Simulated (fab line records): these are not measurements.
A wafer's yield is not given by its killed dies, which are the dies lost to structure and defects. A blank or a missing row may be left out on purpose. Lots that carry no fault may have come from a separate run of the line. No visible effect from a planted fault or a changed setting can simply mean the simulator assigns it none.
Which tool is to blame? -- flow n5 finfet -- 69 wafers from 23 lots sampled at 4 of the route's 1938 steps

WHAT THE GAUGES SHOWED, per wafer
N5_MOL_CONTACT_COAG_OVL_MEAS_41.
lot,measured,on,VD_OVL (nm)
L074,day 5 02:19,overlay-01,0.0 -0.7 -0.4
L075,day 5 13:46,overlay-01,0.7 0.2 0.2
L076,day 5 15:16,overlay-01,0.2 0.0 1.1
L077,day 5 21:31,overlay-02,0.2 0.6 0.4
L078,day 6 07:09,overlay-02,-0.6 -0.4 -0.2
L079,day 6 07:48,overlay-01,0.7 1.3 0.6
L080,day 6 22:11,overlay-02,-0.3 -0.2 0.0
L081,day 7 00:54,overlay-02,-0.1 -0.7 -0.7
L082,day 7 05:17,overlay-01,0.5 -0.1 1.0
L083,day 7 13:05,overlay-01,-0.6 -0.7 -0.5
L084,day 7 23:43,overlay-02,0.1 0.0 1.1
L085,day 8 02:22,overlay-02,0.3 0.3 0.0
L086,day 8 09:19,overlay-01,-0.7 0.4 0.0
L087,day 8 20:10,overlay-02,1.1 1.6 1.3
L088,day 8 22:01,overlay-02,0.1 0.4 -0.8
L089,day 9 01:17,overlay-02,-0.1 -0.2 0.3
L090,day 9 13:32,overlay-02,0.2 0.0 -0.1
L092,day 9 20:52,overlay-01,0.0 -0.4 0.6
L093,day 10 03:07,overlay-02,0.8 0.0 0.3
L094,day 10 05:55,overlay-02,1.1 0.4 0.4
L095,day 10 12:53,overlay-02,1.1 1.4 1.4
L096,day 10 23:27,overlay-01,0.0 0.1 0.3
L097,day 11 04:43,overlay-01,0.1 0.7 0.0

TOOL THAT RAN EACH LOT (tool first, then ch and the chambers of the sampled wafers, then the start)
lot,N5_MOL_CONTACT_COAG_ETCH_110,N5_MOL_CONTACT_COAG_DESCUM_88,N5_MOL_CONTACT_COAG_STRIP_119
L074,"rie diel-06 ch 0,3, day 4 16:25","rie diel-06 ch 1,2,3, day 5 00:46","plasma asher-02 ch 0,1, day 5 01:35"
L075,"rie diel-06 ch 0,1, day 4 23:18","rie diel-06 ch 0,1,3, day 5 07:44","plasma asher-02 ch 0,1, day 5 08:39"
L076,"rie diel-06 ch 0,1,2, day 5 05:50","rie diel-01 ch 0,3, day 5 14:07","plasma asher-01 ch 0,1, day 5 14:46"
L077,"rie diel-06 ch 1,2,3, day 5 10:56","rie diel-01 ch 1,2, day 5 20:14","plasma asher-02 ch 0,1, day 5 20:53"
L078,"rie diel-06 ch 1,2, day 5 21:09","rie diel-02 ch 0,1,3, day 6 05:56","plasma asher-01 ch 0,1, day 6 06:38"
L079,"rie diel-01 ch 0,3, day 5 22:17","rie diel-01 ch 0,2, day 6 06:38","plasma asher-02 ch 0,1, day 6 07:18"
L080,"rie diel-02 ch 1,2, day 6 10:14","rie diel-01 ch 0,1, day 6 20:53","plasma asher-01 ch 0,1, day 6 21:34"
L081,"rie diel-06 ch 0,1, day 6 12:48","rie diel-01 ch 2,3, day 6 23:34","plasma asher-01 ch 0,1, day 7 00:17"
L082,"rie diel-02 ch 0,1,2, day 6 18:40","rie diel-06 ch 1,2, day 7 04:08","plasma asher-01 ch 0,1, day 7 04:47"
L083,"rie diel-01 ch 2,3, day 7 02:03","rie diel-02 ch 0,1, day 7 11:50","plasma asher-01 ch 0,1, day 7 12:35"
L084,"rie diel-06 ch 1,2,3, day 7 09:35","rie diel-06 ch 1,2,3, day 7 21:26","plasma asher-01 ch 0,1, day 7 23:03"
L085,"rie diel-06 ch 2,3, day 7 11:53","rie diel-02 ch 1,2,3, day 8 01:04","plasma asher-01 ch 0,1, day 8 01:44"
L086,"rie diel-06 ch 0,1, day 7 19:44","rie diel-02 ch 0,1,3, day 8 08:10","plasma asher-02 ch 0,1, day 8 08:49"
L087,"rie diel-06 ch 0,1,2, day 8 05:42","rie diel-06 ch 0,3, day 8 17:51","plasma asher-01 ch 0,1, day 8 19:32"
L088,"rie diel-06 ch 0,3, day 8 07:40","rie diel-06 ch 0,2, day 8 20:29","plasma asher-02 ch 0,1, day 8 21:31"
L089,"rie diel-01 ch 0,3, day 8 13:02","rie diel-01 ch 1,2, day 9 00:01","plasma asher-02 ch 0,1, day 9 00:40"
L090,"rie diel-02 ch 0,1,3, day 9 00:03","rie diel-02 ch 0,2,3, day 9 12:03","plasma asher-02 ch 0,1, day 9 13:02"
L092,"rie diel-02 ch 1,2,3, day 9 10:51","rie diel-02 ch 1,2,3, day 9 19:35","plasma asher-02 ch 0,1, day 9 20:14"
L093,"rie diel-02 ch 0,1, day 9 14:29","rie diel-02 ch 0,3, day 10 01:25","plasma asher-02 ch 0,1, day 10 02:38"
L094,"rie diel-01 ch 0,1,2, day 9 19:16","rie diel-01 ch 1,2, day 10 04:41","plasma asher-02 ch 0, day 10 05:25"
L095,"rie diel-01 ch 0,1,2, day 10 02:55","rie diel-02 ch 0,3, day 10 11:37","plasma asher-02 ch 0,1, day 10 12:16"
L096,"rie diel-02 ch 0,2,3, day 10 08:48","rie diel-02 ch 2,3, day 10 22:01","plasma asher-01 ch 0,1, day 10 22:56"
L097,"rie diel-01 ch 2,3, day 10 13:48","rie diel-01 ch 0,1,2, day 11 03:32","plasma asher-02 ch 0,1, day 11 04:13"
- N5_MOL_CONTACT_COAG_ETCH_110: etches Si in CF4/O2, target depth 2.5 nm, time 8 s.
- N5_MOL_CONTACT_COAG_DESCUM_88: chemistry O2, time 7 s.
- N5_MOL_CONTACT_COAG_STRIP_119: strips in N2/H2, time 30 s.

WHAT THE TOOLS THEMSELVES READ (means of the sampled wafers that have a number; where no wafer has one, the mark that the record gives instead)
N5_MOL_CONTACT_COAG_ETCH_110.
lot,tool,drypump motor current A (A),oes product au (a.u.),rf vpp V (V),showerhead plenum p Torr (Torr),throttle valve pct (%)
L074,rie diel-06,5.4,0.70,121.8,2.14,10.99
L075,rie diel-06,5.3,0.75,124.2,2.15,10.85
L076,rie diel-06,5.3,0.81,126.8,2.20,10.75
L077,rie diel-06,5.2,0.80,128.7,2.23,10.69
L078,rie diel-06,5.3,0.87,128.0,2.25,10.68
L079,rie diel-01,6.1,0.72,126.0,2.22,11.07
L080,rie diel-02,5.4,0.68,127.0,2.12,11.08
L081,rie diel-06,5.1,0.77,126.8,2.20,10.71
L082,rie diel-02,5.5,0.69,126.3,2.12,10.98
L083,rie diel-01,5.8,0.88,126.8,2.20,10.67
L084,rie diel-06,5.2,0.87,127.6,2.23,10.53
L085,rie diel-06,5.4,0.92,125.4,2.21,10.42
L086,rie diel-06,5.3,0.94,125.0,2.32,10.43
L087,rie diel-06,5.3,0.88,126.4,2.28,10.59
L088,rie diel-06,5.4,0.96,123.6,2.25,10.29
L089,rie diel-01,6.0,0.87,126.0,2.21,10.64
L090,rie diel-02,5.8,0.69,125.0,2.12,10.90
L092,rie diel-02,5.8,0.76,127.3,2.20,10.75
L093,rie diel-02,5.5,0.68,126.1,2.12,11.02
L094,rie diel-01,5.9,0.89,125.9,2.20,10.50
L095,rie diel-01,5.9,0.88,126.1,2.20,10.53
L096,rie diel-02,5.9,0.77,125.2,2.20,10.75
L097,rie diel-01,5.8,0.91,126.8,2.19,10.51

N5_MOL_CONTACT_COAG_DESCUM_88.
lot,tool,drypump motor current A (A),oes product au (a.u.),rf vpp V (V),showerhead plenum p Torr (Torr),throttle valve pct (%)
L074,rie diel-06,5.2,0.81,243.3,2.11,20.38
L075,rie diel-06,5.2,0.74,242.2,2.06,20.41
L076,rie diel-01,6.0,0.77,243.4,2.09,20.44
L077,rie diel-01,6.2,0.70,241.3,2.06,20.68
L078,rie diel-02,5.8,0.70,242.0,1.98,20.31
L079,rie diel-01,5.7,0.76,243.8,2.08,20.30
L080,rie diel-01,6.5,0.72,243.0,2.06,20.65
L081,rie diel-01,5.8,0.88,242.5,2.07,20.48
L082,rie diel-06,5.1,0.83,243.4,2.12,20.33
L083,rie diel-02,5.5,0.71,240.8,1.99,20.48
L084,rie diel-06,5.2,0.88,242.7,2.10,20.30
L085,rie diel-02,5.7,0.78,242.8,2.06,20.27
L086,rie diel-02,5.9,0.69,241.7,1.98,20.34
L087,rie diel-06,5.4,0.96,243.9,2.18,20.22
L088,rie diel-06,5.5,0.90,243.9,2.16,20.56
L089,rie diel-01,5.6,0.97,242.1,2.06,20.10
L090,rie diel-02,5.8,0.78,242.0,2.06,20.29
L092,rie diel-02,5.8,0.75,242.7,2.05,20.29
L093,rie diel-02,6.2,0.68,241.1,1.97,20.22
L094,rie diel-01,5.6,0.95,242.9,2.06,20.11
L095,rie diel-02,6.2,0.69,241.3,1.97,20.23
L096,rie diel-02,6.2,0.75,242.7,2.05,20.17
L097,rie diel-01,5.9,0.87,243.6,2.06,20.24

N5_MOL_CONTACT_COAG_STRIP_119.
lot,tool,drypump motor current A (A),heater power w (W)
L074,plasma asher-02,6.3,342
L075,plasma asher-02,6.4,342
L076,plasma asher-01,5.3,347
L077,plasma asher-02,6.0,357
L078,plasma asher-01,5.6,326
L079,plasma asher-02,6.3,340
L080,plasma asher-01,5.6,322
L081,plasma asher-01,5.6,325
L082,plasma asher-01,5.6,322
L083,plasma asher-01,5.6,323
L084,plasma asher-01,5.6,320
L085,plasma asher-01,5.3,357
L086,plasma asher-02,6.4,349
L087,plasma asher-01,5.6,321
L088,plasma asher-02,6.1,362
L089,plasma asher-02,6.3,341
L090,plasma asher-02,6.4,340
L092,plasma asher-02,6.3,343
L093,plasma asher-02,6.3,341
L094,plasma asher-02,5.8,387
L095,plasma asher-02,6.3,340
L096,plasma asher-01,5.3,356
L097,plasma asher-02,6.1,364

THE ANSWER, worked out from the rows above alone
Rule: the usual values come from the lots themselves. Put in order of their means at a reading, lots are off if they are a third of the lots or fewer, leave a main group of 4 or more, and stand apart from it by a gap of 3 or more times the standard deviation of the main group's means; of several such gaps the widest counts. Not used: any main group whose means are identical at the precision the tables above print for the reading. A lot without any number at a reading at which 4 lots or more have one is off too. The other lots that the step has rows for count as sound. Order of review: gauges by route order, followed by the tools' own readings, for which a lot's mean as printed above is used. At the first step where some lot is off, the reading lying furthest off is the one used; lots without a number count as furthest.
Nothing can be told from this: no lot is off at any reading shown.

WHAT THE SIMULATOR PUT IN
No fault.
